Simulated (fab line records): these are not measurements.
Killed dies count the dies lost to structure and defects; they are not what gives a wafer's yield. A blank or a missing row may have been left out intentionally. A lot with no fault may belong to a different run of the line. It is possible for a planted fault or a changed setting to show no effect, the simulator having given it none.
Comparing a struck lot with a sound one / flow n5Finfet / 14 steps out of a route of 1938
Sound: these wafers, L294.1, L294.3, L294.6. Wafers L287.1, L287.3, L287.6 were the ones struck. The cause comes at the end.
Per side, at each step with rows, come the tool, then ch with its chambers, and then its first start. Under that, the readings that differ: sound wafers / struck wafers / difference of the means / sigmas: that difference in standard deviations of wafers without a fault.
alike: readings with means less than 2 such deviations apart, plus words and numbers identical on both sides. not compared: withheld readings, readings lacking a value on some wafer, bounds such as >300 that could conceal the same value, and numbers that have no deviation in the record and whose values overlap.
Wherever a step has rows on one side only, a row that says differs or no value, or a row with sigmas, the two part there. Non-overlapping numbers with no deviation appear without sigmas and do not part them. A reading that every wafer of one side lacks parts them only if that side has two wafers or more.

N5_BEOL_M8_STRIP_67: strips in CF4.
  sound on rieDiel-03 ch 1,2, day 13 00:12; struck on rieDiel-02 ch 0,3, day 11 18:58
reading=oesProductAu (a.u.); sound=0.82 0.85 0.85; struck=0.74 0.71 0.75; difference=-0.11; sigmas=-2
reading=throttleValvePct (%); sound=13.27 13.41 13.41; struck=13.75 13.88 13.75; difference=+0.43; sigmas=+2
  alike: drypumpMotorCurrentA, rfVppV, showerheadPlenumPTorr
  not compared: rfHoursCounterH
N5_BEOL_M8_HM_OPEN_17: chemistry Cl2/BCl3, target TiN, target depth 20 nm, overetch 6 nm.
  sound on rieMetal-03 ch 1, day 13 00:14; struck on rieMetal-01 ch 0, day 11 19:00
reading=oesProductAu (a.u.); sound=0.55 0.55 0.56; struck=0.74 0.74 0.74; difference=+0.19; sigmas=+2
  alike: drypumpMotorCurrentA, mfcCl2Sccm, throttleValvePct
  not compared: rfHoursCounterH
N5_BEOL_M8_STRIP_19: strips in O2.
  sound on rieDiel-03 ch 1,2,3, day 13 00:21; struck on rieDiel-06 ch 0,2, day 11 19:12
  alike: drypumpMotorCurrentA, oesProductAu, rfVppV, showerheadPlenumPTorr, throttleValvePct
  not compared: rfHoursCounterH
N5_BEOL_M8_CD_MEAS_18: pitch 80 nm, target cd 40 nm.
  sound on cdSem-03 at day 13 00:25; struck on cdSem-03 at day 11 19:16
  alike: cdNm
then, 8 steps without rows for these wafers: N5_BEOL_M8_COAT_63 (time 60 s, resist thk 60 nm); N5_BEOL_M8_COAT_64 (time 60 s, resist thk 12 nm); N5_BEOL_M8_COAT_71 (time 60 s, resist thk 5 nm); N5_BEOL_M8_COAT_22 (resist thk 30 nm); N5_BEOL_M8_EBR_24; N5_BEOL_M8_SOFTBAKE_23 (time 60 s); N5_BEOL_M8_EXPOSE_25 (exposes mask V7, target cd 40 nm); N5_BEOL_M8_PEB_26 (peb time 60 s).
N5_BEOL_M8_DEVELOP_27: develop time 30 s.
  sound on lithoTrack-04 ch 0, day 13 04:10; struck on lithoTrack-03, day 11 22:17
  no value came back on the struck wafers for chillPlateTempC (C), developTimeS (s); on the sound wafers chillPlateTempC (C) reads 23.03 23.09 23.22
reading=model.CAR-EUV_of_BEOL_M8_COAT_22.thkNm (nm); sound=29.4 29.4 29.4; struck=30 29.8 29.8; difference=+0; sigmas=
N5_BEOL_M8_CD_MEAS_28: the cd target is 40 nm.
  sound on cdSem-02 ch 0, day 13 04:14; struck on cdSem-02 ch 0, day 11 22:20
reading=cdNm (nm); sound=40.01 40.27 39.80; struck=- - -; difference=no value on the struck wafers; sigmas=

## WHERE THEY PART
Earliest at N5_BEOL_M8_STRIP_67; latest, in this record, at N5_BEOL_M8_CD_MEAS_28.

WHY: what had been put in by the simulator
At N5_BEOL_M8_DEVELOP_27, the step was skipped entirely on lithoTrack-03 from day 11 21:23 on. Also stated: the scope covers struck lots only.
